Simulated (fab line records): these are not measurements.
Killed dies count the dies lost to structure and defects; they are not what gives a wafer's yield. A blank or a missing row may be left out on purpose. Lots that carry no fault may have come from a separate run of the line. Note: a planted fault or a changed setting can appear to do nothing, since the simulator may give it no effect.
The tool behind it: which one?	flow n5Finfet	10 lots with 29 wafers sampled at 7 steps, on a route of 1938 steps

## WHAT EACH GAUGE READ, for each wafer
N5_BEOL_M5_CD_MEAS_18: pitch 56 nm, target cd 28 nm.
lot	measured	on	cdNm (nm)
L381	day 8 14:31	cdSem-01	28.9 28.1 28.4
L383	day 10 00:48	cdSem-03	28.9 28.1
L386	day 10 01:40	cdSem-03	28.0 27.7 27.9
L389	day 10 12:31	cdSem-03	28.8 27.7 28.0
L391	day 11 06:03	cdSem-03	27.7 28.1 27.9
L393	day 11 16:50	cdSem-03	28.2 28.5 28.3
L394	day 12 09:10	cdSem-01	27.3 27.6 27.4
L397	day 12 10:40	cdSem-01	28.8 27.8 28.2
L395	day 12 13:13	cdSem-02	28.7 29.2 28.8
L396	day 12 18:16	cdSem-02	27.7 28.7 28.6

N5_BEOL_M5_OVL_MEAS_29.
lot	measured	on	V4_OVL (nm)
L381	day 8 16:36	overlay-01	0.0 -0.8 -0.6
L383	day 10 04:49	overlay-02	-0.4 -0.2
L386	day 10 04:37	overlay-02	-0.6 -0.4 -0.5
L389	day 10 12:59	overlay-02	0.1 -0.7 -1.5
L391	day 11 08:37	overlay-01	0.4 0.3 1.2
L393	day 11 17:23	overlay-02	0.0 0.3 -0.4
L394	day 12 09:43	overlay-02	-0.4 -0.2 -0.5
L397	day 12 11:28	overlay-01	0.2 -1.1 -0.4
L395	day 12 16:50	overlay-01	0.8 0.4 0.1
L396	day 12 21:50	overlay-01	0.1 0.0 -0.7

N5_BEOL_M5_OCD_MEAS_38.
lot	measured	on	trenchDepthNm (nm)
L381	day 8 17:19	ocd-01	71.0 73.5 70.6
L383	day 10 06:24	ocd-02	69.1 71.9
L386	day 10 06:14	ocd-02	- - -
L389	day 10 13:29	ocd-01	- - -
L391	day 11 09:17	ocd-02	70.9 73.5 70.6
L393	day 11 18:11	ocd-01	70.1 71.5 70.8
L394	day 12 10:14	ocd-01	73.0 70.0 69.2
L397	day 12 11:58	ocd-02	70.8 70.5 75.0
L395	day 12 17:20	ocd-01	71.3 72.8 71.1
L396	day 12 22:26	ocd-01	73.1 74.9 73.0

N5_BEOL_M5_CD_MEAS_35: target cd 28 nm, target cd y 24 nm.
lot	measured	on	cdNm (nm)
L381	day 8 17:28	cdSem-03	29.0 28.5 28.4
L383	day 10 06:33	cdSem-01	28.7 28.3
L386	day 10 06:24	cdSem-03	- - -
L389	day 10 13:38	cdSem-02	- - -
L391	day 11 09:26	cdSem-03	28.2 28.2 27.6
L393	day 11 18:20	cdSem-01	28.8 28.8 29.0
L394	day 12 10:23	cdSem-02	27.7 27.8 27.5
L397	day 12 12:07	cdSem-03	28.5 27.8 27.6
L395	day 12 17:29	cdSem-01	28.7 29.1 29.5
L396	day 12 22:35	cdSem-01	27.2 28.8 28.3

## TOOL THAT RAN EACH LOT (tool first, then ch and the chambers of the sampled wafers, then the start)
lot	N5_BEOL_M5_HM_DEP_02	N5_BEOL_M5_DESCUM_16	N5_BEOL_M5_VIA_ETCH_34
L381	pvdSputter-03, day 8 13:29	rieDiel-03 ch 0,1,2, day 8 13:59	rieDiel-03 ch 0,3, day 8 17:04
L383	pvdSputter-03, day 9 23:44	rieDiel-05 ch 0, day 10 00:15	rieDiel-05 ch 2,3, day 10 06:10
L386	pvdSputter-03, day 10 00:25	rieDiel-05 ch 0,2,3, day 10 01:14	rieDiel-01 ch 1,2,3, day 10 06:00
L389	pvdSputter-03, day 10 11:34	rieDiel-03 ch 0,1, day 10 12:05	rieDiel-05 ch 2,3, day 10 13:15
L391	pvdSputter-01, day 11 04:59	rieDiel-05 ch 0,2,3, day 11 05:32	rieDiel-03 ch 0,1,3, day 11 09:02
L393	pvdSputter-02, day 11 15:41	rieDiel-01 ch 1,2, day 11 16:19	rieDiel-01 ch 1,2,3, day 11 17:56
L394	pvdSputter-01, day 12 07:48	rieDiel-01 ch 2,3, day 12 08:35	rieDiel-05 ch 2,3, day 12 09:59
L397	pvdSputter-01, day 12 09:29	rieDiel-05 ch 1,2, day 12 10:14	rieDiel-01 ch 0,2,3, day 12 11:44
L395	pvdSputter-01, day 12 12:05	rieDiel-03 ch 0,2,3, day 12 12:46	rieDiel-01 ch 1,2,3, day 12 17:06
L396	pvdSputter-02, day 12 16:40	rieDiel-03 ch 0,1,3, day 12 17:32	rieDiel-01 ch 0,2, day 12 22:11
- N5_BEOL_M5_HM_DEP_02: deposits TiN, target thk 20 nm.
- N5_BEOL_M5_DESCUM_16: chemistry O2, time 7 s.
- N5_BEOL_M5_VIA_ETCH_34: etches SiCOH lowk in C4F6/O2, target depth 88.3 nm, time 39.2 s.

## WHAT THE TOOLS THEMSELVES READ (means of the sampled wafers that have a number; where no wafer has one, the mark that the record gives instead)
N5_BEOL_M5_HM_DEP_02.
lot	tool	chamberPressurePa (Pa)	throttleValvePct (%)
L381	pvdSputter-03	0.5002	30.3
L383	pvdSputter-03	0.5005	31.0
L386	pvdSputter-03	0.5003	30.7
L389	pvdSputter-03	0.5001	30.7
L391	pvdSputter-01	0.5002	30.3
L393	pvdSputter-02	0.4991	29.5
L394	pvdSputter-01	0.5000	29.5
L397	pvdSputter-01	0.5013	29.8
L395	pvdSputter-01	0.4997	30.1
L396	pvdSputter-02	0.4995	29.3

N5_BEOL_M5_DESCUM_16.
lot	tool	biasPowerW (W)	drypumpMotorCurrentA (A)	oesProductAu (a.u.)	rfFwdPowerW (W)	rfVppV (V)	showerheadPlenumPTorr (Torr)	throttleValvePct (%)
L381	rieDiel-03	20.05	6.1	0.80	49.51	243.8	2.09	20.31
L383	rieDiel-05	19.98	5.1	0.71	49.36	241.4	2.01	20.44
L386	rieDiel-05	20.05	5.3	0.76	49.52	243.1	2.07	20.55
L389	rieDiel-03	19.97	6.2	0.79	49.51	242.2	2.09	20.38
L391	rieDiel-05	19.98	5.3	0.75	49.53	243.2	2.07	20.57
L393	rieDiel-01	19.98	5.3	0.86	49.52	242.5	2.05	20.22
L394	rieDiel-01	20.00	5.5	0.85	49.52	242.9	2.07	20.33
L397	rieDiel-05	20.03	5.6	0.93	49.53	243.8	2.10	20.10
L395	rieDiel-03	20.03	6.1	0.80	49.44	244.6	2.13	20.36
L396	rieDiel-03	20.03	6.4	0.79	49.37	243.5	2.12	20.38

N5_BEOL_M5_VIA_ETCH_34.
lot	tool	drypumpMotorCurrentA (A)	oes_f_703_au (a.u.)	oesProductAu (a.u.)	rfFwdPowerW (W)	rfVppV (V)	showerheadPlenumPTorr (Torr)	throttleValvePct (%)
L381	rieDiel-03	6.3	0.87	0.87	342.7	666	2.98	20.83
L383	rieDiel-05	5.4	0.74	0.77	343.0	689	2.84	20.99
L386	rieDiel-01	5.6	0.83	0.32	342.2	664	2.84	20.63
L389	rieDiel-05	5.3	0.76	0.30	340.2	686	2.81	20.76
L391	rieDiel-03	6.4	0.79	0.81	340.2	677	2.90	20.84
L393	rieDiel-01	5.6	0.82	0.84	340.9	665	2.83	20.77
L394	rieDiel-05	5.5	0.70	0.73	341.8	693	2.87	21.13
L397	rieDiel-01	5.6	0.85	0.85	341.8	662	2.83	20.84
L395	rieDiel-01	5.6	0.81	0.83	341.4	664	2.83	20.78
L396	rieDiel-01	5.3	0.85	0.87	340.6	679	2.78	20.71

## THE ANSWER, worked out from the rows above alone
Rule: the usual values come from the lots themselves. The widest of any qualifying gaps counts: lots, ordered by their means at a reading, are off when they make up no more than a third of the lots, leave a main group of 4 or more, and stand apart from it by 3 or more times the standard deviation of that group's means. Not used: any main group whose means are identical at the precision the tables above print for the reading. A lot without any number at a reading at which 4 lots or more have one is off too. Any other lot the step has rows for is counted as sound. The gauges are gone through in route order, then the tools' own readings, and for those a lot's mean is taken as printed above. The first step at which some lot is off is used, and at that step the reading that is off furthest; a lot without a number counts as furthest.
Off: L386, L389, at N5_BEOL_M5_OCD_MEAS_38 (trenchDepthNm). Without a number there: L386, L389. Main group: mean 71.6 nm, sd 0.95.
If a tool, at a process step before that reading, ran all the lots that are off and no sound lot after the first of them, it fits. The gauges at N5_BEOL_M5_OCD_MEAS_38 aren't tried: what is off there is off at N5_BEOL_M5_CD_MEAS_35 too, on other tools, and a gauge's error can't cause that. One fits: pvdSputter-03 at N5_BEOL_M5_HM_DEP_02. Its last sound lot is L383 (day 9 23:44), its first lot that is off L386 (day 10 00:25): a fault that began between those two fits.

## WHAT THE SIMULATOR PUT IN
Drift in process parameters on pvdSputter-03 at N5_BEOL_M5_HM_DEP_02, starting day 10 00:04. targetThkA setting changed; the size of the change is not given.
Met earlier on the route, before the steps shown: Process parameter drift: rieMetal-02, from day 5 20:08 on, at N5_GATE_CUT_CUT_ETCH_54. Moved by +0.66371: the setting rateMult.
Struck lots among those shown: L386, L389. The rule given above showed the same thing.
